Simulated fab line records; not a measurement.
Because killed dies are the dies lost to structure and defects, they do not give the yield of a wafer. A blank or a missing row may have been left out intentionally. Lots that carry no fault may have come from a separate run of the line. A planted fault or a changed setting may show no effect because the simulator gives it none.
Matching of chambers :: flow n5-finfet :: 4 sister chambers for N5_GATE_CUT_HM_OPEN_40 on rie-diel-02
The step chemistry C4F6/O2, target SiO2, target depth 139 nm, time 85.1 s. 8 wafers are shown with their chamber, then 7 later ones without.

== EACH WAFER AND ITS CHAMBER ==
wafer: L079.1
chamber: 2
rf-vpp-V (V): 664
drypump-motor-current-A (A): 5.1

wafer: L090.4
chamber: 2
rf-vpp-V (V): 664
drypump-motor-current-A (A): 5.1

wafer: L090.5
chamber: 1
rf-vpp-V (V): 678
drypump-motor-current-A (A): 6.1

wafer: L092.4
chamber: 0
rf-vpp-V (V): 647
drypump-motor-current-A (A): 6.6

wafer: L092.5
chamber: 0
rf-vpp-V (V): 647
drypump-motor-current-A (A): 6.5

wafer: L093.4
chamber: 1
rf-vpp-V (V): 680
drypump-motor-current-A (A): 6.0

wafer: L094.1
chamber: 3
rf-vpp-V (V): 671
drypump-motor-current-A (A): 5.6

wafer: L094.5
chamber: 3
rf-vpp-V (V): 673
drypump-motor-current-A (A): 5.6

== WAFERS WITH NO CHAMBER GIVEN ==
wafer: L094.6
rf-vpp-V (V): 665
drypump-motor-current-A (A): 5.1

wafer: L096.1
rf-vpp-V (V): 672
drypump-motor-current-A (A): 5.6

wafer: L096.3
rf-vpp-V (V): 647
drypump-motor-current-A (A): 6.6

wafer: L096.6
rf-vpp-V (V): 666
drypump-motor-current-A (A): 5.1

wafer: L097.1
rf-vpp-V (V): 666
drypump-motor-current-A (A): 5.1

wafer: L097.2
rf-vpp-V (V): 673
drypump-motor-current-A (A): 5.6

wafer: L097.4
rf-vpp-V (V): 649
drypump-motor-current-A (A): 6.6

== EACH ONE'S CHAMBER ==
wafer: L094.6
from the rows above: 2
in truth: 2

wafer: L096.1
from the rows above: 3
in truth: 3

wafer: L096.3
from the rows above: 0
in truth: 0

wafer: L096.6
from the rows above: 2
in truth: 2

wafer: L097.1
from the rows above: 2
in truth: 2

wafer: L097.2
from the rows above: 3
in truth: 3

wafer: L097.4
from the rows above: 0
in truth: 0
Correct placement for 7 of the 7. Number that these rows cannot place: 0. Placed wrongly: 0.
How it was worked out, from the rows above alone: a wafer's distance from a chamber is the root of the sum, over the readings, of the square of ((its reading less the chamber's mean) divided by the reading's scatter). The wafer belongs to the nearest chamber; if the next one is less than 2 further off, it can't be placed. Each chamber's mean is taken over the wafers shown for it. The scatter is the square root of a quotient: the sum, over the shown wafers, of each reading's squared deviation from its chamber's mean, divided by wafers minus chambers.
